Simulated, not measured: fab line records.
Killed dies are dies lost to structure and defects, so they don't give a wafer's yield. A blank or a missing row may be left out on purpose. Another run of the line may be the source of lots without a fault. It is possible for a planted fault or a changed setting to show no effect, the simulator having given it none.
Matching of chambers || flow nandHarc || cmp-02 running NHARC_A_STAIRCASE_CMP_152: 4 sister chambers
The step polishes. 22 wafers are shown with their chamber, then 11 later ones without.

WAFERS, EACH WITH ITS CHAMBER
{"wafer": "L075.1", "chamber": 0, "motorCurrentA (A)": 11.3}
{"wafer": "L075.2", "chamber": 3, "motorCurrentA (A)": 12.1}
{"wafer": "L075.6", "chamber": 1, "motorCurrentA (A)": 13.7}
{"wafer": "L078.2", "chamber": 2, "motorCurrentA (A)": 11.6}
{"wafer": "L078.5", "chamber": 1, "motorCurrentA (A)": 14.6}
{"wafer": "L078.6", "chamber": 0, "motorCurrentA (A)": 12.3}
{"wafer": "L079.2", "chamber": 1, "motorCurrentA (A)": 13.8}
{"wafer": "L079.3", "chamber": 2, "motorCurrentA (A)": 11.2}
{"wafer": "L079.4", "chamber": 0, "motorCurrentA (A)": 12.0}
{"wafer": "L081.1", "chamber": 2, "motorCurrentA (A)": 11.7}
{"wafer": "L081.5", "chamber": 2, "motorCurrentA (A)": 11.2}
{"wafer": "L081.6", "chamber": 3, "motorCurrentA (A)": 12.1}
{"wafer": "L088.1", "chamber": 2, "motorCurrentA (A)": 11.8}
{"wafer": "L088.3", "chamber": 0, "motorCurrentA (A)": 12.8}
{"wafer": "L088.4", "chamber": 3, "motorCurrentA (A)": 11.9}
{"wafer": "L087.1", "chamber": 0, "motorCurrentA (A)": 11.9}
{"wafer": "L087.2", "chamber": 2, "motorCurrentA (A)": 11.6}
{"wafer": "L087.5", "chamber": 2, "motorCurrentA (A)": 11.9}
{"wafer": "L089.1", "chamber": 2, "motorCurrentA (A)": 11.2}
{"wafer": "L089.5", "chamber": 3, "motorCurrentA (A)": 12.7}
{"wafer": "L089.6", "chamber": 0, "motorCurrentA (A)": 11.5}
{"wafer": "L091.4", "chamber": 1, "motorCurrentA (A)": 14.5}

SIGNATURES (means of the wafers above)
{"reading": "motorCurrentA", "chamber 0": 11.967, "chamber 1": 14.150, "chamber 2": 11.525, "chamber 3": 12.200, "scatter within a chamber": 0.412}
Rule: a wafer's distance from a chamber is the root of the sum, over the readings, of the square of ((its reading less the chamber's mean) divided by the reading's scatter). If the next closest chamber is less than 2 further off than the closest, the wafer can't be placed; otherwise it belongs to the closest. The scatter: the root of (the sum of the squares of (reading less its chamber's mean) over the shown wafers, divided by (wafers less chambers)).

WAFERS WITHOUT THEIR CHAMBER
{"wafer": "L091.5", "motorCurrentA (A)": 12.8}
{"wafer": "L091.6", "motorCurrentA (A)": 11.6}
{"wafer": "L094.2", "motorCurrentA (A)": 11.8}
{"wafer": "L094.3", "motorCurrentA (A)": 13.7}
{"wafer": "L094.5", "motorCurrentA (A)": 11.5}
{"wafer": "L097.2", "motorCurrentA (A)": 14.3}
{"wafer": "L097.3", "motorCurrentA (A)": 13.0}
{"wafer": "L097.4", "motorCurrentA (A)": 10.7}
{"wafer": "L095.1", "motorCurrentA (A)": 14.4}
{"wafer": "L095.4", "motorCurrentA (A)": 11.1}
{"wafer": "L095.6", "motorCurrentA (A)": 12.3}

WHICH CHAMBER EACH WENT THROUGH
{"wafer": "L091.5", "from the rows above": "can't be placed: 3 or 0 or 2 or 1", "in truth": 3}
{"wafer": "L091.6", "from the rows above": "can't be placed: 2 or 0 or 3", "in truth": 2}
{"wafer": "L094.2", "from the rows above": "can't be placed: 0 or 2 or 3", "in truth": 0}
{"wafer": "L094.3", "from the rows above": 1, "in truth": 1}
{"wafer": "L094.5", "from the rows above": "can't be placed: 2 or 0 or 3", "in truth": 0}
{"wafer": "L097.2", "from the rows above": 1, "in truth": 1}
{"wafer": "L097.3", "from the rows above": "can't be placed: 3 or 0 or 1 or 2", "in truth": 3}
{"wafer": "L097.4", "from the rows above": "can't be placed: 2 or 0 or 3", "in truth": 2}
{"wafer": "L095.1", "from the rows above": 1, "in truth": 1}
{"wafer": "L095.4", "from the rows above": "can't be placed: 2 or 0 or 3", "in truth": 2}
{"wafer": "L095.6", "from the rows above": "can't be placed: 3 or 0 or 2", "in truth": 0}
Placed correctly: 3 of 11. From these rows, 8 cannot be placed; in 8 the true chamber is one of the candidates. Wrongly placed: 0.
